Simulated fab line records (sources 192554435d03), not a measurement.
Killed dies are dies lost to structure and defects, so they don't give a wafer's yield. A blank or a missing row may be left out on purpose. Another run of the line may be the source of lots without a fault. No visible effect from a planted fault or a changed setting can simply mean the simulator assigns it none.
fab line records | flow n5Finfet | part 2 of 2: steps 4 to 6 of 6
record lots=23 wafers=69 lastDay=17
route steps=1938 shown BEOL_M10@1486
lots that met no fault: from a run of the same line without faults
startH: start of the lot's first displayed wafer, in hours after the record's first day | waitH: hours elapsed since this lot's preceding step | " as in the row above | L1.1+2: a single row standing in for several wafers | - either no value or no given start | * or withheld: withheld | < > ~ a bound
route shown NAME@n: NAME is a module with steps in the file, n the number in the route of the first one | usual: average and standard deviation across the fault-free wafers | same: alike in all rows | chamber/n: place in a boat | sites: readings site by site | _std_site: standard deviation of those values | _edge_site: mean of outer sites minus mean of inner sites | radiusMm: for every site, how far away it sits from the centre of the wafer | mask NAME#n: copy n | behind: the tool/chamber that last shaped the wafer | hold: why the lot went on hold/how many hours it stayed there/how the hold came to an end | device: which transistor (n, p or np) failed to switch | end of line: the tests these same wafers got at the end of their route | a step with no rows: only its recipe | killed: the dies lost at the first sort to structure and to defects; this is not the yield of the wafer | map: a wafer's dies, x killed, . not, _ none there
set.NAME: the setting as run; set.NAME@STEP: as run at that earlier step | model.NAME: the simulator's own value behind a step, which no gauge read
route steps across a sampled set of lots; one table per step, one row per wafer
services: a tool's chamber out of use, with start hour (startH, from the record's first day; less than 0 if before it), hours out, and reason
## steps
# step N5_BEOL_M10_TRENCH_ETCH_37
# recipe chemistry=C4F6/O2 targetDepthA=1488.3 target=SiCOH_lowk timeS=48 ionEnergyEv=250 pressureMtorr=30 sourceW=345 biasW=185 Ar_flow_sccm=300 C4F6_flow_sccm=10 O2_flow_sccm=10
# usual drypumpMotorCurrentA=5.8/0.45 oesProductAu=0.81/0.079 rfVppV=669/14 showerheadPlenumPTorr=2.83/0.084 throttleValvePct=20.87/0.18
# columns lot.wafer tool chamber startH waitH drypumpMotorCurrentA oesProductAu rfHoursCounterH rfVppV showerheadPlenumPTorr throttleValvePct
L075.2 rieDiel-03 0 - - 5.8 0.87 48 664 2.79 21.01
L075.4 " 3 " " 6.3 0.69 230 630 2.81 21.03
L075.5 " 2 " " 6.6 0.83 - 681 2.79 20.80
L074.1 rieDiel-05 1 - - 5.8 0.87 36 653 2.79 20.92
L074.3 " 3 " " 5.6 0.70 213 689 2.90 20.95
L074.5 " 2 " " 5.2 0.75 - 661 2.75 20.57
L076.1 rieDiel-05 2 - - 5.2 0.76 130 661 2.75 20.59
L076.2 " 0 " " 5.5 0.84 69 683 2.91 20.61
L076.3 " 3 " " 5.7 0.70 215 687 2.90 20.96
L078.1 rieDiel-03 3 - - 6.3 0.69 242 631 2.80 21.05
L078.5 " 1 " " 5.1 0.70 - 673 2.81 20.99
L078.6 " 0 " " 5.8 0.84 - 664 2.79 21.03
L077.1 rieDiel-05 3 - - 5.6 0.70 219 689 2.90 20.97
L077.2 " 2 " " 5.2 0.75 133 660 2.75 20.58
L077.4 " 0 " " 5.5 0.84 72 682 2.91 20.60
L081.1 rieDiel-03 1 - - 5.1 0.70 251 674 2.81 21.01
L081.3 " 2 " " 6.6 0.82 81 681 2.78 20.82
L081.6 " 3 " " 6.3 0.67 - 630 2.80 21.08
L080.2 rieDiel-03 1 - - 5.1 0.70 252 673 2.81 21.00
L080.3 " 2 " " 6.6 0.81 81 681 2.78 20.83
L080.6 " 2 " " 6.6 0.81 - 681 2.78 20.84
L083.3 rieDiel-05 2 - - 5.2 0.74 142 657 2.74 20.61
L083.4 " 2 " " 5.2 0.76 - 659 2.74 20.60
L083.6 " 3 " " 5.6 0.70 - 688 2.90 20.97
L082.1 rieDiel-04 1 - - 6.4 0.83 68 679 2.98 21.02
L082.3 " 2 " " 5.9 0.94 23 671 3.04 20.56
L082.6 " 0 " " 5.7 0.88 - 676 2.78 21.05
L084.1 rieDiel-03 2 - - 6.6 0.82 86 679 2.78 20.84
L084.5 " 0 " " 5.8 0.84 - 664 2.79 21.04
L084.6 " 3 " " 6.3 0.68 - 631 2.79 21.07
L086.1 rieDiel-05 3 - - 5.6 0.68 240 687 2.89 20.98
L086.4 " 1 " " 5.8 0.84 56 654 2.78 20.93
L086.5 " 3 " " 5.6 0.69 - 688 2.89 20.99
L085.1 rieDiel-04 2 - - 5.9 0.91 33 673 3.03 20.56
L085.4 " 0 " " 5.6 0.88 50 676 2.78 21.07
L085.6 " 3 " " 6.0 0.95 - 661 2.91 20.95
L087.1 rieDiel-03 1 - - 5.2 0.95 7 673 2.81 20.70
L087.3 " 0 " " 5.8 0.81 78 664 2.78 21.05
L087.5 " 0 " " 5.8 0.81 - 663 2.78 21.05
L088.1 rieDiel-03 0 - - 5.8 0.81 79 665 2.78 21.06
L088.2 " 1 " " 5.1 0.94 8 672 2.80 20.68
L088.4 " 0 " " 5.7 0.81 - 664 2.78 21.04
L090.1 rieDiel-03 1 - - 5.2 0.94 10 674 2.80 20.71
L090.4 " 0 " " 5.8 0.81 - 664 2.78 21.05
L090.6 " 2 " " 6.6 0.79 - 681 2.77 20.86
L089.1 rieDiel-03 1 - - 5.1 0.93 14 673 2.80 20.72
L089.3 " 0 " " 5.8 0.80 85 664 2.78 21.07
L089.6 " 1 " " 5.1 0.93 - 671 2.80 20.71
L091.4 rieDiel-04 0 - - 5.7 0.86 59 676 2.77 21.10
L091.5 " 1 " " 6.4 0.80 - 679 2.97 21.08
L091.6 " 2 " " 5.9 0.90 - 673 3.03 20.57
L092.1 rieDiel-04 2 - - 5.9 0.89 46 673 3.03 20.59
L092.2 " 3 " " 6.0 0.92 18 659 2.91 20.95
L092.4 " 1 " " 6.4 0.81 91 676 2.97 21.06
L093.1 rieDiel-05 1 - - 5.8 0.81 73 654 2.77 20.95
L093.4 " 1 " " 5.8 0.81 - 653 2.77 20.95
L093.5 " 2 " " 5.2 0.73 - 658 2.73 20.65
L094.4 rieDiel-05 2 - - 5.2 0.73 - 662 2.73 20.65
L094.5 " 0 " " 5.5 0.80 - 681 2.90 20.65
L094.6 " 1 " " 5.8 0.81 - 654 2.77 20.94
L095.1 rieDiel-04 0 - - 5.7 0.85 66 677 2.77 21.10
L095.3 " 1 " " 6.4 0.80 95 678 2.97 21.06
L095.6 " 3 " " 5.9 0.92 - 660 2.91 20.96
L096.1 rieDiel-05 1 - - 5.8 0.81 76 654 2.77 20.94
L096.5 " 0 " " 5.5 0.79 - 682 2.89 20.64
L096.6 " 3 " " 5.6 0.68 - 687 2.88 21.02
L097.1 rieDiel-05 2 - - 5.2 0.72 172 659 2.73 20.64
L097.2 " 3 " " 5.6 0.67 261 687 2.88 21.02
L097.6 " 0 " " 5.5 0.79 - 681 2.89 20.65
# step N5_BEOL_M10_DEGAS_44
# recipe ambient=vacuum tempC=250 timeS=60
# usual heaterPowerW=323/25
# columns lot.wafer tool chamber startH waitH heaterPowerW
L075.2 pvdSputter-02 - 204.36 0.5 339
L075.4 " - " " 286
L075.5 " - " " 338
L074.1 pvdSputter-02 - 226.92 0.5 303
L074.3 " - " " 351
L074.5 " - " " 310
L076.1 pvdSputter-02 - 231.12 0.3 303
L076.2 " - " " 289
L076.3 " - " " 301
L078.1 pvdSputter-03 - 241.20 1.3 361
L078.5 " - " " 360
L078.6 " - " " 309
L077.1 pvdSputter-03 - 241.28 1.1 362
L077.2 " - " " 323
L077.4 " - " " 311
L081.1 pvdSputter-01 - 260.23 0.5 360
L081.3 " - " " 324
L081.6 " - " " 316
L080.2 pvdSputter-02 - 260.35 0.2 302
L080.3 " - " " 286
L080.6 " - " " 344
L083.3 pvdSputter-01 - 267.27 3.8 359
L083.4 " - " " 329
L083.6 " - " " 332
L082.1 pvdSputter-02 - 268.27 0.5 309
L082.3 " - " " 300
L082.6 " - " " 308
L084.1 pvdSputter-03 - 270.09 0.3 358
L084.5 " - " " 302
L084.6 " - " " 357
L086.1 pvdSputter-03 - 292.46 1.1 310
L086.4 " - " " 364
L086.5 " - " " 302
L085.1 pvdSputter-01 - 293.67 0.5 327
L085.4 " - " " 324
L085.6 " - " " 311
L087.1 pvdSputter-02 - 298.96 0.4 349
L087.3 " - " " 310
L087.5 " - " " 299
L088.1 pvdSputter-03 - 301.48 0.5 312
L088.2 " - " " 362
L088.4 " - " " 356
L090.1 pvdSputter-01 - 308.13 0.3 323
L090.4 " - " " 291
L090.6 " - " " 326
L089.1 pvdSputter-02 - 316.42 1.5 288
L089.3 " - " " 299
L089.6 " - " " 338
L091.4 pvdSputter-01 - 319.57 0.3 331
L091.5 " - " " 312
L091.6 " - " " 353
L092.1 pvdSputter-01 - 329.37 0.4 320
L092.2 " - " " 293
L092.4 " - " " 326
L093.1 pvdSputter-03 - 335.19 0.4 367
L093.4 " - " " 316
L093.5 " - " " 359
L094.4 pvdSputter-03 - 335.71 0.3 319
L094.5 " - " " 364
L094.6 " - " " 307
L095.1 pvdSputter-02 - 343.24 0.3 314
L095.3 " - " " 337
L095.6 " - " " 299
L096.1 pvdSputter-03 - 345.37 1.7 358
L096.5 " - " " 374
L096.6 " - " " 306
L097.1 pvdSputter-02 - 347.34 0.7 337
L097.2 " - " " 284
L097.6 " - " " 279
# step N5_BEOL_M10_SPUTTER_48
# recipe material=Cu targetThkA=120 tempC=-20 biasV=60 powerW=26000 chamberPressurePa=0.13 timeS=2
# usual cathodeDcPowerW=26000/4.1 throttleValvePct=29.9/1.1
# columns lot.wafer tool chamber startH waitH cathodeDcPowerW throttleValvePct
L075.2 pvdSputter-01 - 204.96 0.1 26003 30.0
L075.4 " - " " 25999 27.9
L075.5 " - " " 25998 28.1
L074.1 pvdSputter-01 - 227.50 0.1 25999 31.9
L074.3 " - " " 26000 30.1
L074.5 " - " " 25993 30.1
L076.1 pvdSputter-02 - 232.04 0.1 26001 28.9
L076.2 " - " " 26003 28.7
L076.3 " - " " 25994 30.8
L078.1 pvdSputter-02 - 241.81 0.1 25997 30.8
L078.5 " - " " 25995 30.7
L078.6 " - " " 25999 28.7
L077.1 pvdSputter-02 - 241.89 0.1 25999 30.8
L077.2 " - " " 26002 28.7
L077.4 " - " " 26004 30.7
L081.1 pvdSputter-02 - 262.27 1.3 26002 28.7
L081.3 " - " " 26002 30.9
L081.6 " - " " 25994 30.7
L080.2 pvdSputter-02 - 262.35 1.3 25997 28.7
L080.3 " - " " 25993 30.8
L080.6 " - " " 26010 28.8
L083.3 pvdSputter-02 - 268.11 0.2 25996 29.0
L083.4 " - " " 26000 30.8
L083.6 " - " " 25998 31.0
L082.1 pvdSputter-03 - 268.97 0.1 26006 31.7
L082.3 " - " " 25998 29.7
L082.6 " - " " 25993 29.8
L084.1 pvdSputter-02 - 270.64 0.1 26000 28.6
L084.5 " - " " 26000 28.8
L084.6 " - " " 26006 30.8
L086.1 pvdSputter-02 - 293.30 0.3 25998 28.8
L086.4 " - " " 26001 30.8
L086.5 " - " " 26001 30.6
L085.1 pvdSputter-02 - 294.36 0.1 26002 28.7
L085.4 " - " " 26003 30.9
L085.6 " - " " 26000 28.7
L087.1 pvdSputter-01 - 299.71 0.1 25999 28.0
L087.3 " - " " 26004 30.3
L087.5 " - " " 25999 30.0
L088.1 pvdSputter-03 - 302.10 0.1 25995 29.5
L088.2 " - " " 26000 31.7
L088.4 " - " " 25996 29.6
L090.1 pvdSputter-02 - 308.74 0.1 26003 29.0
L090.4 " - " " 26003 30.8
L090.6 " - " " 25998 30.6
L089.1 pvdSputter-02 - 317.12 0.1 26001 30.9
L089.3 " - " " 25996 28.8
L089.6 " - " " 25994 30.6
L091.4 pvdSputter-01 - 320.12 0.0 25997 31.8
L091.5 " - " " 26000 27.9
L091.6 " - " " 25999 31.8
L092.1 pvdSputter-01 - 331.49 0.1 25997 28.1
L092.2 " - " " 26001 30.3
L092.4 " - " " 26002 32.1
L093.1 pvdSputter-03 - 335.91 0.1 26002 29.7
L093.4 " - " " 26005 29.9
L093.5 " - " " 26000 30.1
L094.4 pvdSputter-01 - 336.57 0.1 25999 27.6
L094.5 " - " " 25995 31.8
L094.6 " - " " 25993 30.3
L095.1 pvdSputter-02 - 345.24 1.2 26003 30.7
L095.3 " - " " 26004 28.9
L095.6 " - " " 26004 30.7
L096.1 pvdSputter-03 - 346.07 0.2 26001 30.0
L096.5 " - " " 25995 29.7
L096.6 " - " " 25995 31.8
L097.1 pvdSputter-02 - 349.46 0.2 25999 30.8
L097.2 " - " " 25993 28.9
L097.6 " - " " 26001 30.8
## services
# columns tool chamber startH hours kind
rieDiel-04 2 184.78 - clean
rieDiel-04 2 184.78 - consumableReplace:focusRing
rieDiel-04 2 184.78 - consumableReplace:showerhead
rieDiel-04 2 184.78 21.2 scheduledDown
rieDiel-04 2 184.78 21.2 ventCycle
rieDiel-04 3 246.40 - clean
rieDiel-04 3 246.40 - consumableReplace:focusRing
rieDiel-04 3 246.40 26.4 scheduledDown
rieDiel-04 3 246.40 26.4 ventCycle
rieDiel-03 1 260.72 - clean
rieDiel-03 1 260.72 - consumableReplace:focusRing
rieDiel-05 1 269.99 15.2 repair
rieDiel-03 3 293.99 9.0 repair
rieDiel-04 3 294.36 5.3 repair
rieDiel-05 - 294.65 0.6 repair
rieDiel-05 2 295.50 9.8 repair
rieDiel-03 2 317.61 2.5 repair
rieDiel-05 0 326.20 1.9 repair
rieDiel-05 3 332.91 4.5 repair
